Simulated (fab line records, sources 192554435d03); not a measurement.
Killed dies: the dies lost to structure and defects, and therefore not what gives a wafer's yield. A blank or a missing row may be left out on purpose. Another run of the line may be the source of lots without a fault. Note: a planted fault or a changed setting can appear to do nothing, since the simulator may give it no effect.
A single fault, viewed from 2 desks + flow n5 finfet + only its own numbers are on each desk; what lay behind them is given at the end

AT THE TOOL OWNER'S DESK: pecvd-01
The tool's own readings at N5_BEOL_M11_ILD_DEP_00 (deposits SiCOH lowk from DEMS/porogen, target thk 308.51 nm, time 58 s): means of the sampled wafers that have a number, for each lot that ran on this tool. If a lot's mean is further than 4 standard deviations from the usual mean, the lot is out of limits and carries the mark OUT (the distance appears in the brackets).
Columns: A = heater power w at N5_BEOL_M11_ILD_DEP_00, usual 299 W; B = run length s at N5_BEOL_M11_ILD_DEP_00, usual 100.9 s; C = showerhead plenum p Torr at N5_BEOL_M11_ILD_DEP_00, usual 5.742 Torr; D = throttle valve pct at N5_BEOL_M11_ILD_DEP_00, usual 14.0 %
| lot  | first seen here | A   | B              | C     | D    |
|------|-----------------|-----|----------------|-------|------|
| L693 | day 10 12:35    | 295 | 100.6          | 5.736 | 14.3 |
| L695 | day 10 16:31    | 315 | 101.0          | 5.730 | 14.4 |
| L702 | day 12 16:01    | 294 | 94.1 (-10) OUT | 5.738 | 14.2 |
| L714 | day 15 12:53    | 325 | 100.9          | 5.745 | 14.0 |
| L712 | day 15 13:26    | 312 | 101.0          | 5.737 | 14.2 |
| L716 | day 16 02:52    | 303 | 100.5          | 5.735 | 14.0 |
| L715 | day 16 04:11    | 313 | 101.1          | 5.739 | 13.6 |
This desk's verdict: out of limits on L702, starting with L702 at day 12 16:01 (run length s at N5_BEOL_M11_ILD_DEP_00). L693, L695, L714, L712, L716, L715 stayed within limits.

FROM THE METROLOGY DESK
Means of the sampled wafers that have a number, per lot and without regard to the tool the lot ran on: this is what the gauges read. If a lot's mean is further than 4 standard deviations from the usual mean, the lot is out of limits and carries the mark OUT (the distance appears in the brackets).
Columns: A = M11_ILD_THK at N5_BEOL_M11_THK_MEAS_01, usual 268 nm
| lot  | first seen here | A              |
|------|-----------------|----------------|
| L693 | day 10 13:10    | 265            |
| L695 | day 10 17:34    | 272            |
| L702 | day 12 16:36    | 242 (-7.6) OUT |
| L707 | day 13 22:31    | 270            |
| L706 | day 14 01:58    | 272            |
| L710 | day 14 02:56    | 267            |
| L708 | day 14 10:40    | 265            |
| L714 | day 15 13:29    | 268            |
| L712 | day 15 14:02    | 265            |
| L716 | day 16 03:27    | 271            |
| L715 | day 16 04:58    | 267            |
This desk reports L702 out of limits; the earliest was L702 at day 12 16:36 (M11_ILD_THK at N5_BEOL_M11_THK_MEAS_01). L693, L695, L707, L706, L710, L708, L714, L712, L716, L715 stayed within limits.

PUT TOGETHER
An alarm could have come from the tool owner's desk at day 12 16:01, on L702.
The metrology desk could have raised an alarm at day 12 16:36, on L702.
All the named lots went through N5_BEOL_M11_ILD_DEP_00 on pecvd-01.

WHAT THE SIMULATOR HAD PUT IN
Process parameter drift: pecvd-01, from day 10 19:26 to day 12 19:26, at N5_BEOL_M11_ILD_DEP_00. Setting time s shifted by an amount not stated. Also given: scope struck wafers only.
Shown lots that were struck: L702.
Counting hours from when the fault started, the first reading out of limits came at 45 for the tool owner's desk and at 45 for the metrology desk.
